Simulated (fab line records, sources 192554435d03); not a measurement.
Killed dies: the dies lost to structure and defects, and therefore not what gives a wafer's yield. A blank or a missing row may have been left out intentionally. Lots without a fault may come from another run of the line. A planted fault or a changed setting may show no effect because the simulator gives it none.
Matching of chambers / flow n5Finfet / uvCure-02 running N5_BEOL_M7_CURE_75: 3 sister chambers
The step cures SiCOH lowk, time 120 s. 16 wafers are shown with their chamber, then 8 later ones without.

## WAFERS, EACH WITH ITS CHAMBER
wafer=L297.1; chamber=1; wafer_temp_C_max=372.6; lampPowerPct (%)=52.23
wafer=L297.3; chamber=1; wafer_temp_C_max=371.8; lampPowerPct (%)=52.38
wafer=L297.5; chamber=1; wafer_temp_C_max=371.8; lampPowerPct (%)=52.35
wafer=L298.1; chamber=2; wafer_temp_C_max=372.0; lampPowerPct (%)=52.40
wafer=L298.2; chamber=2; wafer_temp_C_max=373.2; lampPowerPct (%)=52.36
wafer=L298.6; chamber=2; wafer_temp_C_max=373.2; lampPowerPct (%)=52.26
wafer=L300.1; chamber=0; wafer_temp_C_max=372.1; lampPowerPct (%)=52.25
wafer=L300.2; chamber=0; wafer_temp_C_max=371.7; lampPowerPct (%)=52.23
wafer=L300.6; chamber=0; wafer_temp_C_max=371.6; lampPowerPct (%)=52.43
wafer=L299.2; chamber=1; wafer_temp_C_max=371.6; lampPowerPct (%)=52.32
wafer=L299.3; chamber=1; wafer_temp_C_max=372.0; lampPowerPct (%)=52.29
wafer=L299.4; chamber=1; wafer_temp_C_max=371.0; lampPowerPct (%)=52.30
wafer=L306.1; chamber=2; wafer_temp_C_max=372.7; lampPowerPct (%)=52.32
wafer=L306.3; chamber=2; wafer_temp_C_max=372.0; lampPowerPct (%)=52.34
wafer=L306.6; chamber=2; wafer_temp_C_max=373.1; lampPowerPct (%)=52.31
wafer=L308.4; chamber=0; wafer_temp_C_max=371.3; lampPowerPct (%)=52.37

SIGNATURES (averages over the wafers above)
reading=wafer_temp_C_max; chamber 0=371.675; chamber 1=371.800; chamber 2=372.700; scatter within a chamber=0.506
reading=lampPowerPct; chamber 0=52.3200; chamber 1=52.3117; chamber 2=52.3317; scatter within a chamber=0.0635
Rule: a wafer's distance from a chamber is the root of the sum, over the readings, of the square of ((its reading less the chamber's mean) divided by the reading's scatter). If the next closest chamber is less than 2 further off than the closest, the wafer can't be placed; otherwise it belongs to the closest. How the scatter is found: for the shown wafers, subtract from each reading the mean of its chamber, square and add these, divide the total by (wafers less chambers), then take the root.

## WAFERS WITHOUT THEIR CHAMBER
wafer=L308.5; wafer_temp_C_max=371.9; lampPowerPct (%)=52.39
wafer=L308.6; wafer_temp_C_max=371.4; lampPowerPct (%)=52.22
wafer=L312.1; wafer_temp_C_max=371.8; lampPowerPct (%)=52.41
wafer=L312.4; wafer_temp_C_max=371.3; lampPowerPct (%)=52.39
wafer=L312.6; wafer_temp_C_max=371.8; lampPowerPct (%)=52.19
wafer=L315.1; wafer_temp_C_max=372.0; lampPowerPct (%)=52.38
wafer=L315.4; wafer_temp_C_max=372.5; lampPowerPct (%)=52.38
wafer=L315.5; wafer_temp_C_max=372.4; lampPowerPct (%)=52.31

## EACH ONE'S CHAMBER
wafer=L308.5; from the rows above=can't be placed: 0 or 1 or 2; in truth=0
wafer=L308.6; from the rows above=can't be placed: 1 or 0 or 2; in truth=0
wafer=L312.1; from the rows above=can't be placed: 0 or 1 or 2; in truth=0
wafer=L312.4; from the rows above=can't be placed: 0 or 1 or 2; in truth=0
wafer=L312.6; from the rows above=can't be placed: 1 or 0 or 2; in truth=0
wafer=L315.1; from the rows above=can't be placed: 0 or 1 or 2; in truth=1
wafer=L315.4; from the rows above=can't be placed: 2 or 1 or 0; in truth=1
wafer=L315.5; from the rows above=can't be placed: 2 or 1 or 0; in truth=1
Placed correctly: 0 of 8. Can't be placed from these rows: 8 (the true chamber is among the candidates in 8). Number placed wrongly: 0.
